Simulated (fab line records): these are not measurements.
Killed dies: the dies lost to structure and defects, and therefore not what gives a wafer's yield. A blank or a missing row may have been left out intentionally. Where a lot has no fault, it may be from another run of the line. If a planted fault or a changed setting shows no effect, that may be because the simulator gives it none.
What tool caused it? ; flow n5Finfet ; 28 wafers from 10 lots sampled at 5 of the route's 1938 steps

## WHAT THE GAUGES READ, wafer by wafer
N5_PASSIVATION_CD_MEAS_44: target cd 40000 nm.
lot;measured;on;cdNm (nm)
L982;day 13 01:38;cdSem-03;40006 40001 40001
L984;day 13 11:22;cdSem-02;39996 39998 39996
L985;day 14 00:51;cdSem-02;40001 39997 39997
L989;day 15 05:26;cdSem-03;39998 39997 39996
L993;day 15 15:41;cdSem-02;40006 40004 40000
L994;day 16 10:49;cdSem-01;39999 40001 40005
L997;day 16 21:06;cdSem-03;40003 39998 40001
L998;day 16 21:26;cdSem-03;39982 40002
L101;day 18 06:29;cdSem-03;39986 40009
L104;day 19 07:59;cdSem-03;39996 39999 39996

## WHAT TOOL EACH LOT RAN ON (gives the tool, then ch and the chambers of the sampled wafers, and finally the start)
lot;N5_PASSIVATION_DESCUM_12;N5_PASSIVATION_AL_ETCH_33;N5_PASSIVATION_PECVD_35;N5_PASSIVATION_DEVELOP_43
L982;rieDiel-04 ch 0,1,3, day 12 21:22;rieMetal-03 ch 0,1, day 12 23:45;pecvd-04 ch 1,2, day 13 01:05;lithoTrack-04 ch 0, day 13 01:31
L984;rieDiel-02 ch 1,2,3, day 13 08:07;rieMetal-02 ch 0,1, day 13 09:41;pecvd-04 ch 0,2, day 13 10:49;lithoTrack-02 ch 0, day 13 11:15
L985;rieDiel-02 ch 1,2,3, day 13 21:18;rieMetal-02 ch 0,1, day 13 23:10;pecvd-01 ch 0,1,2, day 14 00:18;lithoTrack-05 ch 0, day 14 00:44
L989;rieDiel-01 ch 0,2,3, day 15 01:56;rieMetal-03 ch 0,1, day 15 03:45;pecvd-01 ch 1,2, day 15 04:53;lithoTrack-05 ch 0, day 15 05:20
L993;rieDiel-01 ch 0,1,2, day 15 12:14;rieMetal-01 ch 0,1, day 15 13:50;pecvd-01 ch 0,1,2, day 15 15:19;lithoTrack-04 ch 0, day 15 15:34
L994;rieDiel-01 ch 0,1,2, day 16 07:39;rieMetal-02 ch 0,1, day 16 09:15;pecvd-03 ch 0,1,2, day 16 10:22;lithoTrack-05 ch 0, day 16 10:41
L997;rieDiel-02 ch 0,1,3, day 16 17:49;rieMetal-01 ch 0,1, day 16 19:28;pecvd-01 ch 0,1,2, day 16 20:35;lithoTrack-05 ch 0, day 16 20:59
L998;rieDiel-02 ch 0,1, day 16 18:22;rieMetal-03 ch 1, day 16 19:52;pecvd-03 ch 1, day 16 21:01;lithoTrack-04 ch 0, day 16 21:19
L101;rieDiel-04 ch 1,3, day 18 03:05;rieMetal-01 ch 0, day 18 04:55;pecvd-01 ch 0,1, day 18 06:03;lithoTrack-04 ch 0, day 18 06:22
L104;rieDiel-01 ch 0,1,2, day 19 04:26;rieMetal-02 ch 0,1, day 19 06:26;pecvd-03 ch 0,2, day 19 07:34;lithoTrack-05 ch 0, day 19 07:53
- N5_PASSIVATION_DESCUM_12: chemistry O2, time 7.9 s.
- N5_PASSIVATION_AL_ETCH_33: etches Al in Cl2/BCl3, stops on TaN, target depth 2800 nm, time 466.7 s.
- N5_PASSIVATION_PECVD_35: deposits SiNx from SiH4/NH3/N2, target thk 700 nm, time 151.3 s.
- N5_PASSIVATION_DEVELOP_43: develop time 60 s.

## THE ANSWER, worked out from the rows above alone
Rule: what is usual is taken from the lots themselves. Put in order of their means at a reading, lots are off if they are a third of the lots or fewer, leave a main group of 4 or more, and stand apart from it by a gap of 3 or more times the standard deviation of the main group's means; of several such gaps the widest counts. A main group is skipped when, at the precision printed for the reading in the tables above, its means are all equal. Also off: a lot with no number at a reading for which 4 or more lots have one. Any other lot the step has rows for is counted as sound.
None of the lots is off at any reading shown; this tells nothing.

## WHAT THE SIMULATOR HAD PUT IN
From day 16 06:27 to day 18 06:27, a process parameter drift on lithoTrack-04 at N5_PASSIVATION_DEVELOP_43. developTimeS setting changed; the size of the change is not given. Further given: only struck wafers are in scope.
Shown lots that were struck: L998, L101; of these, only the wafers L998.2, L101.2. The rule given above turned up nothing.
